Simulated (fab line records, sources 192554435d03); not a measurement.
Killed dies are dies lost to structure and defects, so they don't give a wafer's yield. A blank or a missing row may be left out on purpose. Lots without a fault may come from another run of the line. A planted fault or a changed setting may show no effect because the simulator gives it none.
fab line records | flow n5_finfet
record lots=24 wafers=72 last_day=20
route steps=1938 shown BEOL_M2@887 BEOL_M3@932
lots that met no fault: from a run of the same line without faults
start_h: hours from the record's first day to the start of the lot's first wafer shown | wait_h: hours since the lot's step before | " the same as in the row above | L1.1+2: a row that stands for several wafers | - no value, or no start given | * or withheld: withheld | < > ~ a bound
route shown NAME@n: a module of which the file shows steps, and the number in the route of the first | usual: mean/standard deviation of fault-free wafers | same: alike in all rows | chamber/n: place in a boat | sites: the reading at each site | _std_site: their standard deviation | _edge_site: outer sites' mean less inner sites' | radius_mm: how far each site lies from the wafer's centre | mask NAME#n: copy n | behind: the tool/chamber that last shaped the wafer | hold: why the lot was held/for how many hours/how that ended | device: the transistor (n, p or np) that didn't switch | end of line: the same wafers' tests at the end of the route | a step without rows: its recipe alone | killed: dies lost to structure and defects at the first sort, not the wafer's yield | map: a wafer's dies, x killed, . not, _ none there
set.NAME: the setting as run; set.NAME@STEP: as run at that earlier step | model.NAME: the simulator's own value behind a step, which no gauge read
steps of the route over a sample of lots; a table a step, a row a wafer
services: from which hour (start_h, from the record's first day; less than 0 if before it) a tool's chamber was out of use, for how many hours, and why
## steps
# step N5_BEOL_M2_VIA_ETCH_34
# recipe chemistry=C4F6/O2 target_depth_a=694 mask_material=SOC pressure_mtorr=15 ion_energy_ev=250 taper_deg=4 time_s=65.9 source_w=350 bias_w=170 Ar_flow_sccm=300 C4F6_flow_sccm=10 O2_flow_sccm=10
# usual drypump_motor_current_A=5.8/0.5 oes_product_au=0.80/0.081 rf_fwd_power_W=347.2/1.4 rf_vpp_V=666/7 showerhead_plenum_p_Torr=2.85/0.06 throttle_valve_pct=30.85/0.21
# columns lot.wafer tool chamber start_h wait_h drypump_motor_current_A oes_product_au rf_fwd_power_W rf_hours_counter_h rf_vpp_V showerhead_plenum_p_Torr throttle_valve_pct
L074.1 rie_diel-01 3 148.90 0.0 5.2 0.78 346.5 116 657 2.85 31.08
L074.3 " 0 " " 6.5 0.88 347.0 42 671 2.79 30.74
L074.5 " 3 " " 5.2 0.78 347.7 - 656 2.85 31.07
L075.2 rie_diel-01 3 155.28 0.0 5.2 0.78 346.4 119 655 2.85 31.09
L075.3 " 1 " " 5.7 0.76 348.9 162 661 2.84 30.94
L075.6 " 0 " " 6.5 0.87 346.9 - 671 2.79 30.74
L077.2 rie_diel-04 3 155.52 0.0 5.5 0.95 348.2 11 669 2.91 30.74
L077.5 " 3 " " 5.5 0.95 348.8 - 671 2.91 30.75
L077.6 " 2 " " 5.6 0.72 348.1 - 662 2.84 31.15
L076.1 rie_diel-05 0 159.48 0.0 5.7 0.83 342.3 65 670 3.00 30.91
L076.2 " 3 " " 5.9 0.82 347.6 83 663 2.76 30.93
L076.4 " 0 " " 5.7 0.83 345.3 - 672 3.00 30.92
L078.1 rie_diel-01 2 164.86 0.0 5.0 0.70 346.0 239 680 2.92 30.60
L078.4 " 1 " " 5.6 0.76 348.3 164 663 2.84 30.93
L078.6 " 0 " " 6.5 0.87 346.1 - 672 2.79 30.76
L079.1 rie_diel-01 0 165.33 0.0 6.5 0.86 347.0 48 669 2.79 30.75
L079.3 " 1 " " 5.6 0.76 349.0 164 662 2.84 30.95
L079.5 " 0 " " 6.5 0.86 346.8 - 671 2.79 30.74
L081.2 rie_diel-04 3 186.80 0.0 5.5 0.92 348.8 23 669 2.91 30.76
L081.5 " 2 " " 5.6 0.70 349.4 - 662 2.84 31.17
L081.6 " 0 " " 6.2 0.97 347.4 - 674 2.91 30.58
L080.1 rie_diel-05 1 187.28 0.0 6.6 0.79 348.2 141 660 2.85 30.63
L080.3 " 2 " " 6.0 0.73 348.2 198 666 2.93 30.93
L080.5 " 0 " " 5.7 0.82 347.1 - 672 3.00 30.92
L082.2 rie_diel-04 0 197.09 0.0 6.2 0.93 347.8 4 675 2.91 30.57
L082.3 " 2 " " 5.6 0.71 348.3 189 662 2.84 31.15
L082.5 " 0 " " 6.2 0.94 347.9 - 673 2.91 30.59
L083.3 rie_diel-05 0 204.43 0.0 5.7 0.81 347.2 81 671 2.99 30.93
L083.4 " 1 " " 6.6 0.77 346.9 145 659 2.85 30.61
L083.5 " 1 " " 6.6 0.77 348.7 - 660 2.85 30.61
L084.2 rie_diel-01 0 206.31 0.0 6.5 0.85 347.1 59 671 2.78 30.76
L084.4 " 0 " " 6.5 0.86 348.2 - 671 2.78 30.78
L084.5 " 1 " " 5.6 0.75 347.5 - 661 2.83 30.94
L085.2 rie_diel-01 1 210.65 0.0 5.7 0.75 348.8 178 662 2.83 30.95
L085.3 " 3 " " 5.2 0.76 346.1 137 656 2.84 31.12
L085.4 " 0 " " 6.5 0.85 346.7 - 673 2.78 30.76
L086.2 rie_diel-01 0 218.53 0.0 6.5 0.84 348.2 66 670 2.78 30.77
L086.3 " 3 " " 5.2 0.75 346.5 141 656 2.84 31.11
L086.4 " 3 " " 5.2 0.76 347.1 - 656 2.84 31.10
L087.1 rie_diel-04 2 224.84 0.0 5.6 0.69 347.8 199 662 2.83 31.18
L087.4 " 0 " " 6.2 0.91 349.0 10 676 2.90 30.58
L087.6 " 1 " " 6.2 0.96 345.6 - 668 2.79 30.58
L088.1 rie_diel-01 3 228.48 0.0 5.2 0.75 345.9 146 657 2.84 31.10
L088.2 " 1 " " 5.7 0.74 349.5 188 663 2.83 30.96
L088.4 " 2 " " 5.0 0.99 346.3 0 682 2.91 30.41
L089.2 rie_diel-01 3 247.10 0.0 5.2 0.74 346.1 154 655 2.84 31.11
L089.3 " 0 " " 6.5 0.83 347.1 79 670 2.77 30.77
L089.5 " 1 " " 5.6 0.73 347.9 - 662 2.82 30.95
L090.2 rie_diel-04 3 258.12 0.0 5.5 0.87 347.6 46 670 2.90 30.79
L090.3 " 1 " " 6.2 0.92 344.4 15 667 2.78 30.60
L090.6 " 3 " " 5.5 0.87 346.3 - 669 2.90 30.80
L092.1 rie_diel-04 2 282.94 0.0 5.5 0.68 349.3 218 663 2.82 31.18
L092.2 " 1 " " 6.2 0.90 343.8 23 667 2.78 30.58
L092.6 " 1 " " 6.2 0.91 345.1 - 667 2.78 30.58
L093.3 rie_diel-01 0 282.94 0.0 6.5 0.82 348.0 91 671 2.77 30.79
L093.4 " 2 " " 5.0 0.93 346.2 21 681 2.91 30.42
L093.5 " 1 " " 5.6 0.73 346.2 - 662 2.82 30.99
L094.1 rie_diel-05 3 286.25 0.0 6.0 0.79 348.1 127 660 2.74 31.00
L094.2 " 1 " " 6.6 0.75 348.3 174 659 2.83 30.64
L094.3 " 0 " " 5.7 0.79 346.0 109 669 2.98 30.97
L091.1 rie_diel-04 3 292.51 0.0 5.5 0.86 347.1 59 668 2.89 30.82
L091.3 " 1 " " 6.3 0.90 345.7 26 666 2.78 30.61
L091.6 " 0 " " 6.2 0.87 348.9 - 675 2.89 30.62
L095.4 rie_diel-04 0 299.16 0.0 6.2 0.86 348.1 33 675 2.89 30.62
L095.5 " 1 " " 6.2 0.89 342.0 - 668 2.78 30.60
L095.6 " 2 " " 5.5 0.68 347.5 - 663 2.82 31.19
L097.1 rie_diel-01 0 304.08 0.0 6.5 0.81 347.2 98 670 2.77 30.79
L097.2 " 2 " " 5.0 0.90 346.3 29 680 2.90 30.43
L097.5 " 3 " " 5.2 0.72 345.7 - 654 2.83 31.13
L096.2 rie_diel-05 2 307.74 0.0 6.1 0.69 349.0 238 666 2.91 30.96
L096.3 " 0 " " 5.7 0.78 344.3 115 671 2.98 30.96
L096.6 " 3 " " 6.0 0.77 348.8 - 662 2.74 30.97
# step N5_BEOL_M2_ANNEAL_49
# recipe temp_c=400 time_s=240 ambient=vacuum
# usual heater_power_w=877/95
# columns lot.wafer tool chamber start_h wait_h heater_power_w
L074.1 pvd_sputter-01 - 151.05 0.0 806
L074.3 " - " " 857
L074.5 " - " " 863
L075.2 pvd_sputter-03 - 156.74 0.0 745
L075.3 " - " " 996
L075.6 " - " " 833
L077.2 pvd_sputter-01 - 157.02 0.0 994
L077.5 " - " " 806
L077.6 " - " " 963
L076.1 pvd_sputter-02 - 161.28 0.0 986
L076.2 " - " " 914
L076.4 " - " " 933
L078.1 pvd_sputter-03 - 166.54 0.0 807
L078.4 " - " " 1005
L078.6 " - " " 1009
L079.1 pvd_sputter-01 - 166.79 0.0 807
L079.3 " - " " 972
L079.5 " - " " 746
L081.2 pvd_sputter-01 - 188.44 0.0 970
L081.5 " - " " 763
L081.6 " - " " 757
L080.1 pvd_sputter-01 - 190.32 0.0 788
L080.3 " - " " 1019
L080.5 " - " " 964
L082.2 pvd_sputter-02 - 198.30 0.0 904
L082.3 " - " " 962
L082.5 " - " " 908
L083.3 pvd_sputter-03 - 205.95 0.0 1018
L083.4 " - " " 791
L083.5 " - " " 762
L084.2 pvd_sputter-03 - 208.23 0.0 1016
L084.4 " - " " 811
L084.5 " - " " 805
L085.2 pvd_sputter-02 - 212.80 0.0 910
L085.3 " - " " 1001
L085.4 " - " " 972
L086.2 pvd_sputter-02 - 219.86 0.0 913
L086.3 " - " " 983
L086.4 " - " " 912
L087.1 pvd_sputter-03 - 226.13 0.0 815
L087.4 " - " " 792
L087.6 " - " " 750
L088.1 pvd_sputter-01 - 229.67 0.0 764
L088.2 " - " " 986
L088.4 " - " " 823
L089.2 pvd_sputter-03 - 248.44 0.0 1038
L089.3 " - " " 822
L089.5 " - " " 746
L090.2 pvd_sputter-01 - 259.23 0.0 846
L090.3 " - " " 797
L090.6 " - " " 788
L093.3 pvd_sputter-03 - 284.62 0.0 1020
L093.4 " - " " 832
L093.5 " - " " 823
L092.1 pvd_sputter-02 - 284.83 0.0 888
L092.2 " - " " 984
L092.6 " - " " 1032
L094.1 pvd_sputter-01 - 289.33 0.0 780
L094.2 " - " " 784
L094.3 " - " " 863
L091.1 pvd_sputter-02 - 295.71 0.0 1025
L091.3 " - " " 936
L091.6 " - " " 960
L095.4 pvd_sputter-02 - 301.98 0.0 911
L095.5 " - " " 928
L095.6 " - " " 986
L097.1 pvd_sputter-03 - 306.52 0.0 1026
L097.2 " - " " 792
L097.5 " - " " 813
L096.2 pvd_sputter-02 - 310.94 0.0 925
L096.3 " - " " 971
L096.6 " - " " 949
# step N5_BEOL_M3_THK_MEAS_01
# recipe reads=SiOC_of_BEOL_M3_ILD_DEP_00
# usual M3_ILD_THK=78.7/0.85
# columns lot.wafer tool chamber start_h wait_h M3_ILD_THK[nm]
L074.1 film_metro-02 - 153.92 0.0 78.3
L074.3 " - " " 78.8
L074.5 " - " " 79.5
L075.2 film_metro-02 - 159.59 0.1 78.4
L075.3 " - " " 78.1
L075.6 " - " " 79.3
L077.2 film_metro-02 - 159.88 0.1 78.5
L077.5 " - " " 79.3
L077.6 " - " " 79.2
L076.1 film_metro-02 - 164.20 0.0 77.6
L076.2 " - " " 77.9
L076.4 " - " " 78.9
L078.1 film_metro-01 - 169.40 0.0 78.0
L078.4 " - " " 78.9
L078.6 " - " " 79.3
L079.1 film_metro-01 - 169.70 0.0 78.1
L079.3 " - " " 78.3
L079.5 " - " " 79.0
L081.2 film_metro-02 - 191.30 0.1 78.2
L081.5 " - " " 78.3
L081.6 " - " " 78.1
L080.1 film_metro-02 - 193.21 0.0 77.9
L080.3 " - " " 78.3
L080.5 " - " " 80.2
L082.2 film_metro-01 - 201.17 0.1 77.8
L082.3 " - " " 78.9
L082.5 " - " " 78.9
L083.3 film_metro-02 - 209.57 0.1 77.9
L083.4 " - " " 80.0
L083.5 " - " " 80.1
L084.2 film_metro-02 - 211.12 0.1 78.3
L084.4 " - " " 79.3
L084.5 " - " " 79.2
L085.2 film_metro-02 - 215.69 0.1 79.4
L085.3 " - " " 78.4
L085.4 " - " " 80.6
L086.2 film_metro-01 - 222.74 0.1 77.9
L086.3 " - " " 78.1
L086.4 " - " " 79.3
L087.1 film_metro-02 - 229.45 0.0 77.5
L087.4 " - " " 79.3
L087.6 " - " " 78.6
L088.1 film_metro-02 - 232.57 0.0 78.6
L088.2 " - " " 77.3
L088.4 " - " " 79.5
L089.2 film_metro-01 - 251.37 0.1 77.5
L089.3 " - " " 76.9
L089.5 " - " " 78.5
L090.2 film_metro-01 - 262.16 0.1 79.2
L090.3 " - " " 78.5
L090.6 " - " " 81.2
L093.3 film_metro-02 - 287.48 0.1 77.5
L093.4 " - " " 79.6
L093.5 " - " " 77.4
L092.1 film_metro-02 - 287.69 0.0 78.1
L092.2 " - " " 78.3
L092.6 " - " " 78.9
L094.1 film_metro-02 - 292.21 0.1 78.6
L094.2 " - " " 78.3
L094.3 " - " " 80.0
L091.1 film_metro-01 - 298.57 0.0 78.2
L091.3 " - " " 78.6
L091.6 " - " " 80.1
L095.4 film_metro-02 - 304.84 0.0 78.6
L095.5 " - " " 78.6
L095.6 " - " " 78.5
L097.1 film_metro-01 - 309.47 0.0 79.5
L097.2 " - " " 78.6
L097.5 " - " " 79.0
L096.2 film_metro-02 - 313.80 0.1 78.3
L096.3 " - " " 78.2
L096.6 " - " " 79.4
# step N5_BEOL_M3_CD_MEAS_11
# recipe target_cd_nm=17.05 landing_energy_ev=500 detector=se_inlens polarity=opening
# usual cd_nm=17.11/0.23
# columns lot.wafer tool chamber start_h wait_h cd_nm
L074.1 cd_sem-02 0 154.47 - 17.37
L074.3 " 0 " " 17.22
L074.5 " 0 " " 17.49
L075.2 cd_sem-02 0 161.05 - 17.42
L075.3 " 0 " " 17.08
L075.6 " 0 " " 17.04
L077.2 cd_sem-03 0 161.09 - 16.79
L077.5 " 0 " " 17.13
L077.6 " 0 " " 17.16
L076.1 cd_sem-02 0 166.09 - 17.32
L076.2 " 0 " " 17.07
L076.4 " 0 " " 17.17
L078.1 cd_sem-02 0 169.88 - 16.60
L078.4 " 0 " " 17.01
L078.6 " 0 " " 16.78
L079.1 cd_sem-02 0 170.18 - 16.66
L079.3 " 0 " " 17.21
L079.5 " 0 " " 17.55
L081.2 cd_sem-03 0 192.92 - 17.42
L081.5 " 0 " " 16.97
L081.6 " 0 " " 16.84
L080.1 cd_sem-03 0 193.85 - 17.34
L080.3 " 0 " " 17.19
L080.5 " 0 " " 16.82
L082.2 cd_sem-02 0 202.54 - 17.34
L082.3 " 0 " " 17.15
L082.5 " 0 " " 17.43
L083.3 cd_sem-02 0 211.67 - 17.55
L083.4 " 0 " " 17.15
L083.5 " 0 " " 17.25
L084.2 cd_sem-03 0 212.47 - 16.88
L084.4 " 0 " " 17.30
L084.5 " 0 " " 17.41
L085.2 cd_sem-02 0 216.19 - 17.07
L085.3 " 0 " " 17.20
L085.4 " 0 " " 17.17
L086.2 cd_sem-03 0 224.02 - 16.83
L086.3 " 0 " " 17.40
L086.4 " 0 " " 17.31
L087.1 cd_sem-03 0 232.14 - 17.00
L087.4 " 0 " " 16.66
L087.6 " 0 " " 17.13
L088.1 cd_sem-01 0 233.59 - 17.38
L088.2 " 0 " " 17.05
L088.4 " 0 " " 17.00
L089.2 cd_sem-02 0 252.34 - 17.46
L089.3 " 0 " " 17.12
L089.5 " 0 " " 17.35
L090.2 cd_sem-02 0 263.13 - 17.27
L090.3 " 0 " " 16.81
L090.6 " 0 " " 17.05
L093.3 cd_sem-03 0 290.02 - 17.31
L093.4 " 0 " " 17.02
L093.5 " 0 " " 17.04
L092.1 cd_sem-02 0 290.23 - 16.91
L092.2 " 0 " " 16.99
L092.6 " 0 " " 17.20
L094.1 cd_sem-02 0 293.41 - 17.14
L094.2 " 0 " " 17.37
L094.3 " 0 " " 17.04
L091.1 cd_sem-01 0 300.05 - 16.70
L091.3 " 0 " " 17.08
L091.6 " 0 " " 16.97
L095.4 cd_sem-01 0 305.46 - 17.04
L095.5 " 0 " " 16.81
L095.6 " 0 " " 17.12
L097.1 cd_sem-02 0 313.31 - 17.15
L097.2 " 0 " " 16.95
L097.5 " 0 " " 17.05
L096.2 cd_sem-03 0 314.29 - 16.67
L096.3 " 0 " " 17.12
L096.6 " 0 " " 17.75
# step N5_BEOL_M3_OVL_MEAS_12
# recipe points_per_wafer=522
# usual M3_OVL=0.0/0.66
# columns lot.wafer tool chamber start_h wait_h M3_OVL[nm]
L074.1 overlay-02 0 154.50 0.0 -1.1
L074.3 " 0 " " -1.1
L074.5 " 0 " " -0.9
L075.2 overlay-02 0 161.09 0.0 0.9
L075.3 " 0 " " -0.4
L075.6 " 0 " " -0.1
L077.2 overlay-01 0 161.13 0.0 0.2
L077.5 " 0 " " -0.6
L077.6 " 0 " " -0.7
L076.1 overlay-02 0 166.12 0.0 -1.0
L076.2 " 0 " " -0.3
L076.4 " 0 " " -0.8
L078.1 overlay-02 0 169.91 0.0 0.2
L078.4 " 0 " " -0.6
L078.6 " 0 " " -0.3
L079.1 overlay-02 0 170.21 0.0 0.1
L079.3 " 0 " " -2.0
L079.5 " 0 " " 0.2
L081.2 overlay-02 0 192.95 0.0 -1.7
L081.5 " 0 " " -1.5
L081.6 " 0 " " -0.7
L080.1 overlay-01 0 193.88 0.0 -0.7
L080.3 " 0 " " -1.2
L080.5 " 0 " " -0.1
L082.2 overlay-01 0 202.58 0.0 -0.1
L082.3 " 0 " " 0.3
L082.5 " 0 " " 0.0
L083.3 overlay-01 0 211.71 0.0 -1.1
L083.4 " 0 " " 0.2
L083.5 " 0 " " -0.5
L084.2 overlay-01 0 212.51 0.0 0.4
L084.4 " 0 " " 0.3
L084.5 " 0 " " 0.3
L085.2 overlay-02 0 216.22 0.0 -0.1
L085.3 " 0 " " 0.2
L085.4 " 0 " " -0.4
L086.2 overlay-01 0 224.06 0.0 0.6
L086.3 " 0 " " 0.5
L086.4 " 0 " " 0.7
L087.1 overlay-01 0 232.17 0.0 -0.6
L087.4 " 0 " " 0.3
L087.6 " 0 " " -0.6
L088.1 overlay-02 0 233.62 0.0 0.8
L088.2 " 0 " " 1.3
L088.4 " 0 " " 1.1
L089.2 overlay-02 0 252.37 0.0 0.6
L089.3 " 0 " " 0.5
L089.5 " 0 " " 0.3
L090.2 overlay-01 0 263.17 0.0 -0.1
L090.3 " 0 " " 0.0
L090.6 " 0 " " 0.5
L093.3 overlay-02 0 290.06 0.0 0.7
L093.4 " 0 " " -1.1
L093.5 " 0 " " -0.2
L092.1 overlay-02 0 290.26 0.0 0.8
L092.2 " 0 " " 0.6
L092.6 " 0 " " 0.2
L094.1 overlay-01 0 293.44 0.0 0.8
L094.2 " 0 " " 0.8
L094.3 " 0 " " 0.8
L091.1 overlay-01 0 300.09 0.0 0.4
L091.3 " 0 " " -0.4
L091.6 " 0 " " -0.1
L095.4 overlay-02 0 305.50 0.0 -0.8
L095.5 " 0 " " 0.9
L095.6 " 0 " " 0.2
L097.1 overlay-01 0 313.34 0.0 -0.6
L097.2 " 0 " " -0.1
L097.5 " 0 " " 0.2
L096.2 overlay-02 0 314.32 0.0 0.6
L096.3 " 0 " " 0.7
L096.6 " 0 " " 0.1
# step N5_BEOL_M3_ETCH_74
# recipe chemistry=N2/H2 target=underlayer target_depth_a=65 mask_material=CAR-EUV time_s=5.2 ion_energy_ev=200 pressure_mtorr=30 source_w=840 bias_w=150 n2_flow_sccm=200 h2_flow_sccm=200 ends=cleared
# usual drypump_motor_current_A=5.6/0.44 etch_rf_on_time_s=5.20/0.081 oes_product_au=0.70/0.077 rf_fwd_power_W=819.1/2.6 rf_vpp_V=524.3/2.8 showerhead_plenum_p_Torr=2.56/0.093 throttle_valve_pct=17.84/0.24
# columns lot.wafer tool chamber start_h wait_h drypump_motor_current_A etch_rf_on_time_s oes_product_au rf_fwd_power_W rf_hours_counter_h rf_vpp_V showerhead_plenum_p_Torr throttle_valve_pct
L074.1 rie_diel-03 2 154.65 0.0 5.3 5.26 0.61 819.5 230 521.5 2.40 18.05
L074.3 " 0 " " 4.7 5.28 0.73 818.6 34 523.6 2.49 17.53
L074.5 " 2 " " 5.3 5.29 0.60 822.7 - 520.6 2.40 18.03
L075.2 rie_diel-02 2 161.21 0.0 6.1 5.23 0.64 823.7 157 527.2 2.64 17.83
L075.3 " 1 " " 6.4 5.28 0.78 819.9 19 524.2 2.59 17.62
L075.6 " 2 " " 6.0 5.18 0.64 823.2 - 527.6 2.64 17.82
L077.2 rie_diel-06 1 161.36 0.0 5.6 5.23 0.60 817.9 208 526.2 2.63 18.25
L077.5 " 3 " " 5.4 5.16 0.59 820.2 - 523.0 2.53 18.12
L077.6 " 0 " " 5.2 5.19 0.83 819.0 - 521.4 2.49 17.58
L076.1 rie_diel-06 3 166.25 0.0 5.5 5.24 0.60 819.3 200 519.9 2.53 18.11
L076.2 " 0 " " 5.2 5.12 0.82 818.6 7 522.0 2.49 17.55
L076.4 " 1 " " 5.6 5.19 0.60 818.5 - 527.2 2.63 18.26
L078.1 rie_diel-06 3 170.04 0.0 5.5 5.18 0.60 816.8 201 524.2 2.53 18.12
L078.4 " 0 " " 5.2 5.12 0.83 819.7 - 523.0 2.49 17.57
L078.6 " 3 " " 5.4 5.13 0.60 815.7 - 521.3 2.53 18.11
L079.1 rie_diel-06 1 170.35 0.0 5.6 5.17 0.60 818.2 210 526.1 2.63 18.26
L079.3 " 3 " " 5.5 5.19 0.59 818.1 201 522.8 2.53 18.13
L079.5 " 0 " " 5.2 5.08 0.82 820.7 - 522.0 2.49 17.56
L081.2 rie_diel-02 3 193.08 0.0 5.8 5.13 0.68 820.2 92 523.3 2.47 18.14
L081.5 " 1 " " 6.2 5.24 0.75 820.0 - 525.2 2.59 17.67
L081.6 " 0 " " 5.6 5.11 0.78 816.1 - 520.8 2.49 17.65
L080.1 rie_diel-03 1 194.01 0.0 6.0 5.15 0.61 817.3 222 526.3 2.62 18.09
L080.3 " 3 " " 5.5 5.30 0.78 818.8 17 528.7 2.71 17.62
L080.5 " 1 " " 6.0 5.12 0.61 820.7 - 525.0 2.62 18.11
L082.2 rie_diel-02 2 202.70 0.0 6.1 5.19 0.62 817.7 168 527.8 2.63 17.81
L082.3 " 1 " " 6.4 5.25 0.75 819.0 29 526.0 2.59 17.67
L082.5 " 2 " " 6.1 5.15 0.63 818.6 - 528.3 2.63 17.85
L083.3 rie_diel-02 1 211.82 0.0 6.4 5.25 0.76 818.0 32 525.3 2.59 17.65
L083.4 " 3 " " 5.8 5.12 0.67 816.2 96 524.0 2.47 18.17
L083.5 " 1 " " 6.4 5.20 0.76 820.1 - 525.8 2.59 17.69
L084.2 rie_diel-02 3 212.63 0.0 5.8 5.15 0.68 816.6 96 521.3 2.47 18.15
L084.4 " 2 " " 6.0 5.16 0.63 823.9 171 524.7 2.63 17.87
L084.5 " 0 " " 5.6 5.19 0.79 814.9 - 522.9 2.48 17.65
L085.2 rie_diel-02 1 216.34 0.0 6.3 5.29 0.75 814.6 34 526.4 2.59 17.66
L085.3 " 0 " " 5.6 5.12 0.79 817.1 27 522.8 2.48 17.64
L085.4 " 1 " " 6.3 5.24 0.76 819.9 - 523.7 2.59 17.65
L086.2 rie_diel-03 2 224.18 0.0 5.3 5.35 0.60 814.9 250 519.8 2.40 18.10
L086.3 " 1 " " 6.0 5.15 0.61 822.6 231 526.4 2.61 18.11
L086.4 " 0 " " 4.8 5.28 0.70 816.9 54 520.2 2.48 17.59
L087.1 rie_diel-06 0 232.80 0.0 5.2 5.21 0.78 817.4 24 522.2 2.49 17.61
L087.4 " 3 " " 5.5 5.20 0.60 820.4 215 524.2 2.52 18.15
L087.6 " 0 " " 5.2 5.15 0.79 819.6 - 522.4 2.49 17.60
L088.1 rie_diel-03 0 233.74 0.0 4.8 5.16 0.71 819.9 57 520.0 2.48 17.59
L088.2 " 1 " " 6.0 4.98 0.61 818.4 234 526.4 2.61 18.08
L088.4 " 3 " " 5.5 5.16 0.76 820.3 - 526.5 2.71 17.65
L089.2 rie_diel-03 1 252.49 0.0 6.0 5.01 0.60 816.8 242 524.7 2.61 18.12
L089.3 " 3 " " 5.5 5.24 0.74 820.4 38 527.6 2.70 17.65
L089.5 " 1 " " 6.0 5.05 0.61 816.9 - 524.1 2.61 18.12
L090.2 rie_diel-03 0 263.29 0.0 4.8 5.25 0.69 815.3 69 523.7 2.47 17.61
L090.3 " 3 " " 5.5 5.21 0.75 819.6 42 528.9 2.70 17.66
L090.6 " 2 " " 5.3 5.13 0.81 814.3 - 529.0 2.71 17.73
L093.3 rie_diel-02 2 290.17 0.0 6.0 5.26 0.60 817.9 199 527.4 2.62 17.88
L093.4 " 0 " " 5.6 5.21 0.73 820.9 56 521.6 2.47 17.69
L093.5 " 3 " " 5.8 5.22 0.65 820.3 - 519.0 2.45 18.21
L092.1 rie_diel-03 3 290.38 0.0 5.5 5.30 0.73 821.6 53 527.3 2.70 17.67
L092.2 " 0 " " 4.7 5.26 0.67 818.7 79 523.0 2.47 17.62
L092.6 " 0 " " 4.8 5.24 0.67 817.6 - 520.4 2.47 17.65
L094.1 rie_diel-02 1 293.62 0.0 6.3 5.33 0.73 823.3 44 526.1 2.58 17.70
L094.2 " 3 " " 5.8 5.19 0.65 817.3 127 521.8 2.45 18.21
L094.3 " 2 " " 6.0 5.19 0.61 821.1 200 525.5 2.62 17.89
L091.1 rie_diel-03 3 300.21 0.0 5.5 5.33 0.73 817.5 56 529.2 2.70 17.68
L091.3 " 2 " " 5.3 5.24 0.76 821.7 23 527.4 2.70 17.75
L091.6 " 3 " " 5.5 5.34 0.71 815.8 - 526.3 2.70 17.71
L095.4 rie_diel-03 1 305.61 0.0 6.0 5.00 0.86 823.9 1 526.3 2.60 17.70
L095.5 " 3 " " 5.5 5.34 0.71 817.9 - 527.4 2.70 17.67
L095.6 " 0 " " 4.7 5.37 0.67 816.1 - 521.5 2.47 17.61
L097.1 rie_diel-02 2 313.47 0.0 6.0 5.20 0.60 819.4 206 525.0 2.62 17.89
L097.2 " 3 " " 5.8 5.16 0.65 821.1 133 519.7 2.45 18.21
L097.5 " 3 " " 5.8 5.14 0.64 820.7 - 520.0 2.45 18.23
L096.2 rie_diel-02 2 314.44 0.0 6.0 5.22 0.59 819.2 206 525.1 2.62 17.91
L096.3 " 1 " " 6.3 5.23 0.73 817.1 50 526.6 2.58 17.71
L096.6 " 0 " " 5.6 5.16 0.72 814.9 - 521.9 2.47 17.69
## services
# columns tool chamber start_h hours kind
rie_diel-06 2 125.76 11.1 repair
rie_diel-05 - 132.88 14.6 pm
rie_diel-03 1 145.19 1.6 repair
rie_diel-06 - 158.33 2.8 pm
rie_diel-06 2 163.27 9.2 repair
rie_diel-05 1 173.90 8.8 repair
rie_diel-04 1 176.16 8.1 repair
rie_diel-03 - 177.21 0.8 repair
rie_diel-01 0 182.28 1.9 repair
rie_diel-01 2 190.80 1.6 repair
rie_diel-01 2 204.69 - clean
rie_diel-01 2 204.69 - consumable_replace:focus_ring
rie_diel-01 2 204.69 23.2 scheduled_down
rie_diel-01 2 204.69 23.2 vent_cycle
rie_diel-02 2 214.00 6.4 repair
rie_diel-04 0 214.62 7.9 repair
rie_diel-02 1 219.30 40.8 repair
rie_diel-05 - 236.95 2.4 repair
rie_diel-06 3 252.54 2.8 repair
rie_diel-03 1 260.48 6.6 repair
pvd_sputter-02 - 265.13 12.8 repair
rie_diel-04 2 287.32 7.5 repair
rie_diel-04 2 308.08 5.8 repair
rie_diel-05 2 313.06 5.9 repair
## key
fault none
